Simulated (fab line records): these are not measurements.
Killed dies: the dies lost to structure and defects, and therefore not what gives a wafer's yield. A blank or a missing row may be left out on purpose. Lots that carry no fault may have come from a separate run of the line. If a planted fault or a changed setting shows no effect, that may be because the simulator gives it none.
fab line records	flow n5Finfet
[record] lots = 5	wafers = 15	lastDay = 20
route steps=1938 shown BEOL_M11@1584 BEOL_M12@1602 PASSIVATION@1936
lots untouched by any fault: they come from a run of this same line in which no faults occurred
startH: start of the lot's first displayed wafer, in hours after the record's first day	waitH: hours elapsed since this lot's preceding step	" the same as in the row above	L1.1+2: a single row standing in for several wafers	- no value, or no start given	* or withheld: withheld	< > ~ a bound
route shown NAME@n: names a module that has steps shown in the file, with the first one's number in the route	usual: the fault-free wafers' mean and standard deviation	same: alike in all rows	chamber/n: place in a boat	sites: the reading at each site	_std_site: standard deviation across them	_edge_site: the outer-site mean with the inner-site mean subtracted	radiusMm: how far each site lies from the wafer's centre	mask NAME#n: copy n	behind: the last tool/chamber to shape the wafer	hold: the reason the lot was held/the length of the hold in hours/how it ended	device: the n, p or np transistor that did not switch	end of line: the same wafers' tests at the end of the route	a step without rows: its recipe alone	killed: not the wafer's yield, but the dies lost to structure and defects at the first sort	map: per-die view of a wafer (x killed, . not killed, _ where there is no die)
set.NAME: the setting the step ran with; set.NAME@STEP: the setting that earlier step ran with	model.NAME: the simulator's own value behind a step, which no gauge read
lots at some steps of the route; a table a step, a row a wafer
services: the hour from which a tool's chamber was out of use, counted from the record's first day as startH (under 0 if before that day), plus the number of hours and why
[[steps]]
[step N5_BEOL_M11_PRECLEAN_42]
[recipe] chemistry = residueRemover	timeS = 60	tempC = 40
[step N5_BEOL_M11_SRD_43]
[recipe] timeS = 30	tempC = 23	rinseLiquid = diw	dry = ipaMarangoni
[step N5_BEOL_M11_CD_MEAS_35]
[recipe] targetCdNm = 70	polarity = opening
[usual] cdNm = 69.7/0.91
lot.wafer	tool	chamber	startH	waitH	cdNm
L288.1	cdSem-02	-	363.63	0.0	68.9
L288.2	"	-	"	"	68.1
L288.6	"	-	"	"	68.3
L286.1	cdSem-01	-	371.01	0.0	70.0
L286.3	"	-	"	"	68.6
L286.6	"	-	"	"	70.1
L291.1	cdSem-02	-	378.85	0.0	71.0
L291.3	"	-	"	"	69.7
L291.5	"	-	"	"	72.0
L294.2	cdSem-02	-	423.02	0.0	68.2
L294.3	"	-	"	"	70.0
L294.5	"	-	"	"	70.0
L299.3	cdSem-01	-	432.72	0.0	69.0
L299.5	"	-	"	"	69.1
L299.6	"	-	"	"	69.6
[step N5_BEOL_M11_CURE_72]
[recipe] tempC = 370	timeS = 120	ambient = DMADMS/He	material = SiCOH_lowk
[step N5_BEOL_M11_DEGAS_44]
[recipe] ambient = vacuum	tempC = 250	timeS = 60
[step N5_BEOL_M11_PRE_CLEAN_45]
[recipe] gas = H2/He	timeS = 30	tempC = 250
[usual] heaterPowerW = 324/26
lot.wafer	tool	chamber	startH	waitH	heaterPowerW
L288.1	pvdSputter-01	-	364.21	0.0	312
L288.2	"	-	"	"	342
L288.6	"	-	"	"	322
L286.1	pvdSputter-03	-	371.50	0.0	296
L286.3	"	-	"	"	323
L286.6	"	-	"	"	297
L291.1	pvdSputter-02	-	379.34	0.0	401
L291.3	"	-	"	"	300
L291.5	"	-	"	"	312
L294.2	pvdSputter-01	-	425.06	0.0	333
L294.3	"	-	"	"	322
L294.5	"	-	"	"	347
L299.3	pvdSputter-01	-	433.36	0.0	319
L299.5	"	-	"	"	347
L299.6	"	-	"	"	325
[step N5_BEOL_M11_ALD_74]
[recipe] material = TaN	targetThkA = 20	tempC = 275	aldPrecursorFamily = PDMAT	aldCoReactant = NH3	pressureTorr = 3	carrierFlowSccm = 1500	pulseTimeS = 2	purgeTimeS = 3	coReactantPurgeTimeS = 2	coReactantPulseTimeS = 3	aldCycles = 40	precursorVesselTempC = 75	precursorVesselPressureTorr = 26.25	precursorVesselCarrierSccm = 1000
[step N5_BEOL_M11_SURFACE_TREAT_76]
[recipe] gas = Ar	timeS = *	ionEnergyEv = *	ionCurrentMaCm2 = 0.5	pressureMtorr = *	arFlowSccm = 30
[usual] throttleValvePct = *
lot.wafer	tool	chamber	startH	waitH	throttleValvePct
L288.1	pvdSputter-01	-	364.65	0.2	*
L288.2	"	-	"	"	*
L288.6	"	-	"	"	*
L286.1	pvdSputter-02	-	371.94	0.2	*
L286.3	"	-	"	"	*
L286.6	"	-	"	"	*
L291.1	pvdSputter-01	-	380.41	0.6	*
L291.3	"	-	"	"	*
L291.5	"	-	"	"	*
L294.2	pvdSputter-02	-	425.50	0.2	*
L294.3	"	-	"	"	*
L294.5	"	-	"	"	*
L299.3	pvdSputter-03	-	435.31	1.8	*
L299.5	"	-	"	"	*
L299.6	"	-	"	"	*
[step N5_BEOL_M11_CVD_75]
[recipe] material = Co	targetThkA = 20	tempC = withheld	precursor = CCTBA/H2	pressureTorr = 30	timeS = 138.9
[step N5_BEOL_M11_SPUTTER_48]
[recipe] material = Cu	targetThkA = 120	tempC = -20	biasV = 60	powerW = 26000	chamberPressurePa = 0.13	timeS = 2
[usual] biasV = 60.0/0.57	throttleValvePct = 30.4/0.73
lot.wafer	tool	chamber	startH	waitH	biasV	throttleValvePct
L288.1	pvdSputter-01	-	365.33	0.5	60.6	29.7
L288.2	"	-	"	"	60.6	30.4
L288.6	"	-	"	"	60.6	30.2
L286.1	pvdSputter-03	-	372.32	0.1	59.8	31.8
L286.3	"	-	"	"	59.7	30.6
L286.6	"	-	"	"	59.9	32.0
L291.1	pvdSputter-03	-	380.70	0.1	60.0	31.7
L291.3	"	-	"	"	60.8	29.2
L291.5	"	-	"	"	60.4	30.2
L294.2	pvdSputter-01	-	425.72	0.1	60.6	29.9
L294.3	"	-	"	"	60.3	30.3
L294.5	"	-	"	"	60.1	30.2
L299.3	pvdSputter-03	-	435.53	0.1	60.4	32.0
L299.5	"	-	"	"	59.4	30.1
L299.6	"	-	"	"	61.0	29.4
[step N5_BEOL_M11_ECD_50]
[recipe] material = Cu	targetThkA = 3180
[step N5_BEOL_M11_ANNEAL_51]
[recipe] tempC = 225	timeS = 90	ambient = N2
[step N5_BEOL_M11_CMP_52]
[recipe] stopOn = SiCOH_lowk	tOverpolishS = 7	downForcePsi = 1	platenRpm = 50	clearingPlatenDownForcePsi = 1.5	clearingPlatenRpm = 50	postCmpClean = cuAlkaline	targetThkNm = 140	clearingPlatenPadVelocityMS = 0.99484	padVelocityMS = 0.99484
[usual] barrierFieldEndpointS = 29.4/1.1	edgeZonePressureFrac = 1.000/0.0053	motorCurrentA = 6.1/0.45	overpolishRunS = 6.999/0.0088	timeToEndpointS = 68/5.7
lot.wafer	tool	chamber	startH	waitH	barrierFieldEndpointS	edgeZonePressureFrac	motorCurrentA	overpolishRunS	timeToEndpointS
L288.2	cmp-02	2	365.89	0.2	28.8	1.001	6.3	7.010	65
L288.1	"	3	"	"	28.5	1.004	6.4	7.004	63
L288.6	"	2	"	"	29.3	0.999	6.0	7.001	62
L286.1	cmp-03	3	373.02	0.3	29.0	0.994	6.3	6.980	74
L286.3	"	1	"	"	28.8	0.997	5.5	7.011	70
L286.6	"	2	"	"	30.0	1.007	4.8	6.998	70
L291.3	cmp-02	2	381.23	0.2	27.8	1.006	6.5	7.000	62
L291.1	"	1	"	"	29.9	0.992	6.7	7.005	66
L291.5	"	3	"	"	28.7	0.999	6.2	7.000	58
L294.2	cmp-03	0	426.28	0.2	29.7	0.999	5.9	6.991	72
L294.3	"	2	"	"	30.1	0.997	5.0	6.994	67
L294.5	"	3	"	"	30.5	1.005	6.2	6.993	72
L299.3	cmp-03	2	436.17	0.3	28.9	1.000	5.3	6.992	72
L299.6	"	3	"	"	29.9	1.008	6.1	6.991	74
L299.5	"	0	"	"	30.1	0.998	6.0	6.990	73
[step N5_BEOL_M11_PRE_CLEAN_55]
[recipe] gas = NH3	timeS = 15	tempC = withheld	rfPowerW = 300
[step N5_BEOL_M11_DEP_56]
[recipe] material = SiCN	targetThkA = 300	tempC = withheld	precursor = 3MS/NH3	pressureTorr = 3	rfW = 675	timeS = 10.5
[step N5_BEOL_M11_INSPECT_58]
[recipe] inspectInstrument = darkfield	mode = postDep
[usual] rawDefectCount = 70/27
lot.wafer	tool	chamber	startH	waitH	rawDefectCount
L288.1	defectInspect-02	-	366.30	0.0	97
L288.2	"	-	"	"	71
L288.6	"	-	"	"	55
L286.1	defectInspect-02	-	373.43	0.0	49
L286.3	"	-	"	"	315
L286.6	"	-	"	"	54
L291.1	defectInspect-01	-	381.70	0.0	49
L291.3	"	-	"	"	44
L291.5	"	-	"	"	37
L294.2	defectInspect-02	-	426.69	0.0	112
L294.3	"	-	"	"	69
L294.5	"	-	"	"	71
L299.3	defectInspect-01	-	436.50	0.0	75
L299.5	"	-	"	"	33
L299.6	"	-	"	"	65
[step N5_BEOL_M12_ILD_DEP_00]
[recipe] material = SiOC	targetThkA = 6589.2	tempC = 350	precursor = DEMS/O2	pressureTorr = 5	rfW = 500	timeS = 130.7
[usual] heaterPowerW = 491/72	showerheadPlenumPTorr = 5.687/0.016	throttleValvePct = 11.9/0.69
lot.wafer	tool	chamber	startH	waitH	heaterPowerW	showerheadPlenumPTorr	throttleValvePct
L288.1	pecvd-01	0	366.34	0.0	465	5.657	12.6
L288.2	"	2	"	"	526	5.668	11.6
L288.6	"	1	"	"	568	5.709	12.3
L286.1	pecvd-01	0	373.47	0.0	559	5.683	12.9
L286.3	"	2	"	"	537	5.648	11.5
L286.6	"	0	"	"	443	5.672	12.5
L291.1	pecvd-03	1	381.74	0.0	466	5.700	12.8
L291.3	"	0	"	"	545	5.707	12.2
L291.5	"	2	"	"	542	5.680	10.7
L294.2	pecvd-03	0	426.73	0.0	466	5.696	11.9
L294.3	"	2	"	"	564	5.672	11.0
L294.5	"	1	"	"	489	5.697	12.5
L299.3	pecvd-01	2	436.54	0.0	524	5.663	11.4
L299.5	"	1	"	"	577	5.700	12.3
L299.6	"	0	"	"	540	5.657	12.5
[step N5_BEOL_M12_THK_MEAS_01]
[recipe] reads = SiOC_of_BEOL_M12_ILD_DEP_00
[usual] M12_ILD_THK = 657/10
lot.wafer	tool	chamber	startH	waitH	M12_ILD_THK[nm]
L288.1	filmMetro-01	-	366.47	0.1	654
L288.2	"	-	"	"	662
L288.6	"	-	"	"	673
L286.1	filmMetro-01	-	373.60	0.1	645
L286.3	"	-	"	"	651
L286.6	"	-	"	"	656
L291.1	filmMetro-01	-	381.87	0.1	655
L291.3	"	-	"	"	657
L291.5	"	-	"	"	654
L294.2	filmMetro-02	-	426.86	0.1	661
L294.3	"	-	"	"	656
L294.5	"	-	"	"	663
L299.3	filmMetro-01	-	436.67	0.1	650
L299.5	"	-	"	"	670
L299.6	"	-	"	"	661
[step N5_BEOL_M12_COAT_58]
[recipe] resist = BARC	tempC = 205	timeS = 60	spinRpm = 1500	resistThkNm = 89
[step N5_BEOL_M12_COAT_04]
[recipe] spinRpm = 1625	resistThkNm = 400
[step N5_BEOL_M12_EBR_06]
[recipe] solvent = PGMEA	ebrWidthMm = 1.5
[step N5_BEOL_M12_SOFTBAKE_05]
[recipe] tempC = 130	timeS = 60
[step N5_BEOL_M12_EXPOSE_07]
[recipe] maskId = V11	na = 0.93	sourceShape = conventional	sigmaOuter = 0.6	polarization = unpolarized	attpsmPhaseDeg = 180	doseMj = 32.5
[step N5_BEOL_M12_PEB_08]
[recipe] pebTempC = 130	pebTimeS = 90
[step N5_BEOL_M12_DEVELOP_09]
[recipe] developTimeS = 45	rinseLiquid = diw	dry = airSpin	devTempC = 21
[step N5_BEOL_M12_HARDBAKE_14]
[recipe] tempC = 130	timeS = 120
[step N5_BEOL_M12_CD_MEAS_10]
[recipe] targetCdNm = 140	landingEnergyEv = 500	detector = seInlens	polarity = opening
[usual] cdNm = 142.1/2.3
lot.wafer	tool	chamber	startH	waitH	cdNm
L288.1	cdSem-03	0	366.90	-	138.2
L288.2	"	0	"	"	139.5
L288.6	"	0	"	"	141.7
L286.1	cdSem-01	0	376.11	-	142.5
L286.3	"	0	"	"	140.3
L286.6	"	0	"	"	140.3
L291.1	cdSem-03	0	382.30	-	142.4
L291.3	"	0	"	"	141.5
L291.5	"	0	"	"	145.6
L294.2	cdSem-01	0	427.29	-	143.1
L294.3	"	0	"	"	142.6
L294.5	"	0	"	"	139.1
L299.3	cdSem-02	0	436.97	-	138.8
L299.5	"	0	"	"	142.4
L299.6	"	0	"	"	141.1
[step N5_BEOL_M12_OVL_MEAS_11]
[recipe] pointsPerWafer = 44
[usual] V11_OVL = 0/5.1
lot.wafer	tool	chamber	startH	waitH	V11_OVL[nm]
L288.1	overlay-01	0	366.93	0.0	-3
L288.2	"	0	"	"	2
L288.6	"	0	"	"	4
L286.1	overlay-01	0	376.14	0.0	4
L286.3	"	0	"	"	8
L286.6	"	0	"	"	7
L291.1	overlay-01	0	382.33	0.0	-9
L291.3	"	0	"	"	-1
L291.5	"	0	"	"	-1
L294.2	overlay-01	0	427.32	0.0	-5
L294.3	"	0	"	"	-3
L294.5	"	0	"	"	1
L299.3	overlay-01	0	437.00	0.0	-1
L299.5	"	0	"	"	1
L299.6	"	0	"	"	7
[step N5_BEOL_M12_INSPECT_12]
[recipe] mode = adi	inspectInstrument = macro
[usual] rawDefectCount = 2.1/1.3
lot.wafer	tool	chamber	startH	waitH	rawDefectCount
L288.1	defectInspect-02	-	366.95	0.0	1
L288.2	"	-	"	"	1
L288.6	"	-	"	"	3
L286.1	defectInspect-02	-	376.16	0.0	3
L286.3	"	-	"	"	242
L286.6	"	-	"	"	2
L291.1	defectInspect-02	-	382.35	0.0	4
L291.3	"	-	"	"	2
L291.5	"	-	"	"	1
L294.2	defectInspect-02	-	427.34	0.0	3
L294.3	"	-	"	"	2
L294.5	"	-	"	"	3
L299.3	defectInspect-01	-	437.03	0.0	4
L299.5	"	-	"	"	2
L299.6	"	-	"	"	4
[step N5_BEOL_M12_DESCUM_15]
[recipe] chemistry = O2	timeS = 7.9	sourcePowerW = 50	biasPowerW = 20	pressureMtorr = 20	rfFrequencyHz = 2.712e+07	tempC = 40	o2FlowSccm = 225
[step N5_BEOL_M12_ETCH_59]
[recipe] chemistry = N2/H2	target = BARC	targetDepthA = 890	overetchA = 267	timeS = 67.9	ionEnergyEv = 200	pressureMtorr = 30	sourceW = 840	biasW = 150	n2FlowSccm = 200	h2FlowSccm = 200
[step N5_BEOL_M12_VIA_ETCH_16]
[recipe] chemistry = C4F8/O2/Ar	target = SiOC	pressureMtorr = 30	sourceW = 3000	biasW = 700	Ar_flow_sccm = 400	C4F8_flow_sccm = 15	O2_flow_sccm = 8	heInnerTorr = 15	heOuterTorr = 30	targetDepthA = 7248	timeS = withheld	ionEnergyEv = 250	ends = cleared
[step N5_BEOL_M12_STRIP_63]
[recipe] chemistry = N2/H2	powerW = 1000	tempC = 250	h2Frac = 0.65	overashFraction = 0.3	pressureMtorr = 1000	n2FlowSccm = 1750	h2FlowSccm = 3250
[usual] drypumpMotorCurrentA = 5.61/0.2	heaterPowerW = 318/33	oesProductAu = 0.693/0.0047	stripTimeToEndpointS = 42.8/0.97
[same] overashFraction = 0.3
lot.wafer	tool	chamber	startH	waitH	drypumpMotorCurrentA	heaterPowerW	oesProductAu	rfHoursCounterH	stripTimeToEndpointS
L288.1	plasmaAsher-01	0	367.30	-	5.29	275	0.690	155	42.3
L288.2	"	1	"	"	5.54	374	0.704	155	42.7
L288.6	"	1	"	"	5.54	370	0.694	-	41.7
L286.1	plasmaAsher-01	1	376.54	-	5.53	388	0.700	157	43.2
L286.3	"	0	"	"	5.28	274	0.683	-	43.2
L286.6	"	1	"	"	5.53	378	0.695	-	42.3
L291.1	plasmaAsher-01	1	382.69	-	5.55	378	0.687	160	41.9
L291.3	"	1	"	"	5.54	370	0.694	-	42.1
L291.5	"	1	"	"	5.54	373	0.693	-	42.3
L294.2	plasmaAsher-02	1	427.66	-	5.83	308	0.698	97	42.0
L294.3	"	0	"	"	5.64	307	0.690	-	42.6
L294.5	"	0	"	"	5.64	322	0.691	-	42.0
L299.3	plasmaAsher-02	0	437.37	-	5.65	312	0.691	-	43.2
L299.5	"	0	"	"	5.63	315	0.696	-	41.3
L299.6	"	1	"	"	5.84	309	0.694	-	42.2
[step N5_BEOL_M12_STRIP_64]
[recipe] chemistry = N2/H2	powerW = 1000	tempC = 250	h2Frac = 0.65	overashFraction = 0.3	pressureMtorr = withheld	n2FlowSccm = 1750	h2FlowSccm = 3250
[step N5_BEOL_M12_STRIP_71]
[recipe] chemistry = postEtchResidueRemover	timeS = 60	tempC = 25	removerPh = withheld	removerWaterWtPct = withheld	removerFluorideWtPct = withheld
[step N5_BEOL_M12_SRD_72]
[recipe] timeS = 30	tempC = 23	rinseLiquid = diw	dry = n2Spin	spinRpm = 1500	dryTimeS = 30
[step N5_BEOL_M12_CD_MEAS_17]
[recipe] targetCdNm = 140	polarity = opening
[usual] cdNm = 142.1/2.5
lot.wafer	tool	chamber	startH	waitH	cdNm
L288.1	cdSem-01	-	367.50	0.0	138.4
L288.2	"	-	"	"	140.1
L288.6	"	-	"	"	140.5
L286.1	cdSem-01	-	376.75	0.0	141.1
L286.3	"	-	"	"	142.5
L286.6	"	-	"	"	140.0
L291.1	cdSem-03	-	382.89	0.0	140.3
L291.3	"	-	"	"	141.3
L291.5	"	-	"	"	143.3
L294.2	cdSem-02	-	427.87	0.0	143.6
L294.3	"	-	"	"	141.8
L294.5	"	-	"	"	138.1
L299.3	cdSem-02	-	437.56	0.0	139.3
L299.5	"	-	"	"	143.2
L299.6	"	-	"	"	141.4
[step N5_BEOL_M12_COAT_65]
[recipe] resist = SOC	tempC = 250	timeS = 60	spinRpm = 1500	resistThkNm = 300
[step N5_BEOL_M12_COAT_66]
[recipe] resist = SiARC	tempC = 220	timeS = 60	spinRpm = 1500	resistThkNm = 110
[step N5_BEOL_M12_COAT_22]
[recipe] spinRpm = 2888	resistThkNm = 300
[step N5_BEOL_M12_INSPECT_30]
[recipe] mode = adi	inspectInstrument = macro
[usual] rawDefectCount = 2.0/1.3
lot.wafer	tool	chamber	startH	waitH	rawDefectCount
L288.1	defectInspect-01	-	367.88	0.0	5
L288.2	"	-	"	"	5
L288.6	"	-	"	"	5
L286.1	defectInspect-01	-	377.13	0.0	1
L286.3	"	-	"	"	252
L286.6	"	-	"	"	1
L291.1	defectInspect-02	-	383.28	0.0	0
L291.3	"	-	"	"	3
L291.5	"	-	"	"	0
L294.2	defectInspect-01	-	428.38	0.0	1
L294.3	"	-	"	"	1
L294.5	"	-	"	"	1
L299.3	defectInspect-01	-	438.06	0.0	2
L299.5	"	-	"	"	0
L299.6	"	-	"	"	1
[step N5_PASSIVATION_PROBE_49]
[usual] defectLimitedYield = 91.4/1.4	killed_at_M0_to_M3 = 34/9.1	killed_at_M4_up = 14/5.2	killedAtContacts = 12/6.4	killedAtFrontEnd = 38/11	killedAtOther = 3.7/2.8	killedDies = 102/17	killedOnRim = 14/3.9	killedOpen = 68/13	killedShort = 32/7.8	sort_bin_4_leakage = 0.05/0.3	sort_bin_5_function = 5.1/1	sort_bin_6_memory = 3.2/0.66	sort_bin_8_speed = 0.1/0.92	sortNPass = 1076/19	sortYieldPct = 91.2/1.6
[same] grossDies = 1180	killedAtBackSide = 0
lot.wafer	tool	chamber	startH	waitH	defectLimitedYield[%]	killed_at_M0_to_M3	killed_at_M4_up	killedAtContacts	killedAtFrontEnd	killedAtOther	killedDies	killedOnRim	killedOpen	killedShort	sort_bin_4_leakage[%]	sort_bin_5_function[%]	sort_bin_6_memory[%]	sort_bin_8_speed[%]	sortNPass	sortYieldPct[%]
L288.1	prober-01	-	405.24	0.0	90.6	39	11	9	50	2	111	19	75	34	0.76	5.4	3.9	0	1060	89.8
L288.2	prober-01	-	405.29	0.1	93.1	27	12	9	34	0	82	9	48	32	0	3.9	2.7	0	1098	93.1
L288.6	prober-01	-	405.49	0.3	90.0	55	9	4	45	5	118	15	79	38	0	6.3	3.4	0	1062	90.0
L286.1	prober-02	-	419.49	0.0	91.8	42	13	10	28	4	97	12	67	24	0	4.7	3.0	0	1083	91.8
L286.3	prober-02	-	419.59	0.1	73.6	23	219	25	42	3	312	47	61	35	0	15.3	9.7	0	868	73.6
L286.6	prober-02	-	419.74	0.3	93.6	21	14	8	28	5	76	12	53	22	0	4.0	2.1	0	1104	93.6
L291.1	prober-02	-	422.42	0.0	92.9	20	14	14	32	4	84	11	44	36	0	3.8	2.9	0	1096	92.9
L291.3	prober-02	-	422.52	0.1	88.5	46	24	29	34	3	136	21	104	30	0	6.7	4.5	0	1044	88.5
L291.5	prober-02	-	422.62	0.2	87.0	43	20	12	71	7	153	22	112	40	0	8.1	4.6	0	1027	87.0
L294.2	prober-01	-	468.86	0.1	91.4	50	17	8	22	4	101	15	75	26	0	4.4	4.0	0	1079	91.4
L294.3	prober-01	-	468.91	0.1	92.0	40	3	9	36	6	94	16	63	31	0	4.8	3.0	0.1	1085	91.9
L294.5	prober-01	-	469.01	0.2	92.2	33	10	1	43	5	92	9	67	25	0	4.2	3.4	0	1088	92.2
L299.3	prober-01	-	477.25	0.1	90.8	40	18	17	30	4	109	15	81	24	0	6.1	3.1	0	1071	90.8
L299.5	prober-01	-	477.35	0.2	89.7	34	23	28	31	6	122	15	81	40	0	6.2	3.6	0	1058	89.7
L299.6	prober-01	-	477.40	0.3	91.6	33	15	11	33	7	99	16	68	26	0	5.7	2.3	0	1081	91.6
// killed by level:class
L288.1 FIN_SAQP:geometricParticle:open=14 FIN_SAQP:geometricParticle:short=9 MOL_CONTACT_COAG:geometricParticle:open=8 BEOL_M0_SAQP:geometricParticle:open=8 BEOL_M0_SAQP:geometricParticle:short=8 BEOL_M1:geometricParticle:open=8 BEOL_M2:geometricParticle:open=6 GATE_CUT:geometricParticle:open=5
L288.2 FIN_SAQP:geometricParticle:open=8 MOL_CONTACT_COAG:geometricParticle:open=8 BEOL_M2:geometricParticle:short=7 BEOL_M2:geometricParticle:open=6 FIN_SAQP:geometricParticle:short=5 GATE_CUT:geometricParticle:short=5 BEOL_M0_SAQP:geometricParticle:open=5 STARTING-WAFER:geometricParticle:short=4
L288.6 FIN_SAQP:geometricParticle:open=14 BEOL_M0_SAQP:geometricParticle:open=14 BEOL_M2:geometricParticle:open=12 BEOL_M0_SAQP:geometricParticle:short=8 FIN_SAQP:geometricParticle:short=7 BEOL_M1:geometricParticle:open=7 GATE_CUT:geometricParticle:open=6 DUMMY_GATE:geometricParticle:open=5
L286.1 BEOL_M3:geometricParticle:open=15 BEOL_M2:geometricParticle:open=13 MOL_CONTACT_COAG:geometricParticle:open=8 FIN_SAQP:geometricParticle:short=5 BEOL_M4:geometricParticle:open=5 FIN_SAQP:geometricParticle:open=4 BEOL_M2:geometricParticle:short=4 STI_FIN_REVEAL:geometricParticle:open=3
L286.3 BEOL_M11:unspecified=215 MOL_CONTACT_COAG:geometricParticle:open=16 STI_FIN_REVEAL:geometricParticle:open=9 MOL_CONTACT_COAG:geometricParticle:short=9 BEOL_M2:geometricParticle:open=9 FIN_SAQP:geometricParticle:open=7 BEOL_M3:geometricParticle:open=6 FIN_SAQP:geometricParticle:short=5
L286.6 STI_FIN_REVEAL:geometricParticle:open=10 BEOL_M2:geometricParticle:open=9 MOL_CONTACT_COAG:geometricParticle:open=6 STARTING-WAFER:geometricParticle:short=5 BEOL_M4:geometricParticle:open=5 BEOL_M5:geometricParticle:open=4 FIN_CUT:geometricParticle:short=3 FIN_SAQP:geometricParticle:short=3
L291.1 STI_FIN_REVEAL:geometricParticle:open=10 MOL_CONTACT_COAG:geometricParticle:open=10 BEOL_M0_SAQP:geometricParticle:short=5 BEOL_M1:geometricParticle:open=5 STI_FIN_REVEAL:geometricParticle:short=4 MOL_CONTACT_COAG:geometricParticle:short=4 BEOL_M13:coatMicrobubblePrinted=4 FIN_SAQP:geometricParticle:open=3
L291.3 MOL_CONTACT_COAG:geometricParticle:open=23 BEOL_M4:geometricParticle:open=17 STI_FIN_REVEAL:geometricParticle:open=14 BEOL_M0_SAQP:geometricParticle:open=13 BEOL_M1:geometricParticle:open=9 BEOL_M2:geometricParticle:open=8 DUMMY_GATE:geometricParticle:open=6 MOL_CONTACT_COAG:geometricParticle:short=6
L291.5 STI_FIN_REVEAL:geometricParticle:open=42 FIN_SAQP:geometricParticle:open=11 BEOL_M0_SAQP:geometricParticle:short=11 BEOL_M2:geometricParticle:open=11 BEOL_M0_SAQP:geometricParticle:open=10 BEOL_M4:geometricParticle:open=9 MOL_CONTACT_COAG:geometricParticle:short=7 MOL_CONTACT_COAG:geometricParticle:open=5
L294.2 BEOL_M0_SAQP:geometricParticle:open=14 BEOL_M0_SAQP:geometricParticle:short=9 BEOL_M2:geometricParticle:open=9 MOL_CONTACT_COAG:geometricParticle:open=8 BEOL_M1:geometricParticle:open=7 BEOL_M4:geometricParticle:open=7 FIN_SAQP:geometricParticle:open=5 BEOL_M3:geometricParticle:open=5
L294.3 FIN_SAQP:geometricParticle:open=9 BEOL_M2:geometricParticle:open=8 MOL_CONTACT_COAG:geometricParticle:open=8 BEOL_M3:geometricParticle:open=7 BEOL_M0_SAQP:geometricParticle:short=7 STI_FIN_REVEAL:geometricParticle:open=6 BEOL_M0_SAQP:geometricParticle:open=6 ILD0:geometricParticle:short=5
L294.5 BEOL_M2:geometricParticle:open=10 FIN_SAQP:geometricParticle:open=9 STI_FIN_REVEAL:geometricParticle:open=9 BEOL_M3:geometricParticle:open=9 BEOL_M0_SAQP:geometricParticle:open=5 STARTING-WAFER:geometricParticle:open=5 GATE_CUT:geometricParticle:short=4 BEOL_M1:geometricParticle:open=3
L299.3 MOL_CONTACT_COAG:geometricParticle:open=14 STI_FIN_REVEAL:geometricParticle:open=10 BEOL_M1:geometricParticle:open=9 BEOL_M2:geometricParticle:open=9 BEOL_M4:geometricParticle:open=7 FIN_SAQP:geometricParticle:open=6 BEOL_M0_SAQP:geometricParticle:open=5 BEOL_M0_SAQP:geometricParticle:short=5
L299.5 MOL_CONTACT_COAG:geometricParticle:open=22 BEOL_M3:geometricParticle:open=11 BEOL_M0_SAQP:geometricParticle:short=7 BEOL_M0:geometricParticle:open=7 BEOL_M4:geometricParticle:open=7 STI_FIN_REVEAL:geometricParticle:open=6 MOL_CONTACT_COAG:geometricParticle:short=6 FIN_SAQP:geometricParticle:open=5
L299.6 FIN_SAQP:geometricParticle:open=12 MOL_CONTACT_COAG:geometricParticle:open=9 BEOL_M3:geometricParticle:open=9 BEOL_M0_SAQP:geometricParticle:open=8 STI_FIN_REVEAL:geometricParticle:open=7 BEOL_M0_SAQP:geometricParticle:short=5 BEOL_M1:geometricParticle:open=5 BEOL_M4:geometricParticle:open=5
// map L286.3 (x killed, . not)
_________________......x.x..x________________
______________..............xxx._____________
___________..x..........x........xx__________
__________xx....x.x........x........_________
________..x....x..x........x..xx.xx..._______
_______x..x...xx..........x...x..x.....______
______x....x.x...x....x........xx.x....x_____
_____.....x.x..x...xx.x.xxxx.x...xx...x..____
____x...xx.....x..x......x..........x...x.___
___xx.x........x.x..xx...x..x....x.....x...__
___..x..x..x..xxx..x.x...x.....x.....xx...x__
__....x.......x...x......x..xx..xxx.x..x..x._
__.x...x.x.x.....x............xx.x....x.xxx._
_.....x..x...........x..xx.xx......xx.x...x..
_.xxx.x........x.xx..........x.......x.......
_x..x....x.x.xx.xx.xxx.x..x.x..x...x.x...x..x
_......x..x.x..x.x.......xx......x.x........x
_......xxxxx..x.....x....xx....xx.x...x......
_.....x...................xx.............xx..
_x.x......x.........x..x.x..xx...........x...
_.....xx..x.x.......................xxxxx...x
__xx.x........x.x....x.x......x..x.xxx..x..x_
__x....................x.......x..xx..x..xxx_
___............x...x.x.x.x....x....x......x__
___.........x.x............xx...x.....x...x__
____.xxxxxxx.xx........x.x..x.xx.x...xx...___
_____x.x.......x......x....x..xx.x.......____
______.xx.....xx..x..xxxx.x..........x.x_____
_______.x.......x.x..x...xx.....x.....x______
________x...x.xxx.xx.xxx.x......x....x_______
__________.x...x..xx.........x.x.x.x_________
___________...x....xxx...xx...x....__________
______________.....xx.x......x.._____________
_________________...x.x......________________
// map L294.2 (x killed, . not)
_________________............________________
______________.x.....x.........._____________
___________xx.....x.x..............__________
__________..................xx......_________
________..........xx..xxx.........x.x._______
_______..x.............x.....x..x......______
______..x.........x...x......x...x......_____
_____..x..................x......x.......____
____......................................___
___.....x.........x.......x......x.x.....xx__
___.x.........x...................x........__
__.........x..x..x.xx.........x............._
__..........x.............x................._
_...x..........x...x.....................x...
_.............................x...x..........
_...........................................x
_..x.x..........x................x..x........
_......x..............x.x....................
_........................x.x.................
_..............xx.................x....x.....
_............x...x...........................
__................x.........x........x......_
__......x............................x..x..._
___......xx............................x...__
___.x....................................x.__
____................x...................x.___
_____..x................................x____
______.................x..x............._____
_______....x..............xx..........x______
________x...........x...x..xx........._______
__________................x.....x..._________
___________...............x...x.x..__________
______________.x......x........._____________
_________________............________________
[[services]]
tool	chamber	startH	hours	kind
plasmaAsher-01	-	347.50	3.3	repair
cmp-03	-	353.81	6.1	pm
plasmaAsher-02	-	368.23	15.7	repair
pvdSputter-03	-	423.06	8.9	repair
cmp-02	-	424.48	1.6	repair
cmp-03	-	427.87	0.4	repair
cmp-02	-	431.65	4.0	pm
cmp-02	-	435.65	-	consumableReplace:conditioner
cmp-02	-	435.65	-	consumableReplace:pad
[[key]]
[firstSign] step = N5_BEOL_M11_INSPECT_58	reading = rawDefectCount	direction = up	sigmas = 9.2	usual = 70	struck = 315
[effect] step = N5_BEOL_M12_INSPECT_12	reading = rawDefectCount	direction = up	sigmas = 99+	usual = 2.1	struck = 242
[effect] step = N5_BEOL_M12_INSPECT_30	reading = rawDefectCount	direction = up	sigmas = 99+	usual = 2.0	struck = 252
[effect] step = N5_PASSIVATION_PROBE_49	reading = killed_at_M4_up	direction = up	sigmas = 40	usual = 14	struck = 219
[moreKillsBornAt] N5_BEOL_M11_CMP_52@cmp-03 = 215
metAt N5_BEOL_M11_CMP_52
struckWafers L286.3
[fault] kind = chamberParticleSource	tool = cmp-03	chamber = 1	onsetH = 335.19	steps = N5_BEOL_M11_CMP_52	ratePerVisitCm2 = 0.4075	endH = 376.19
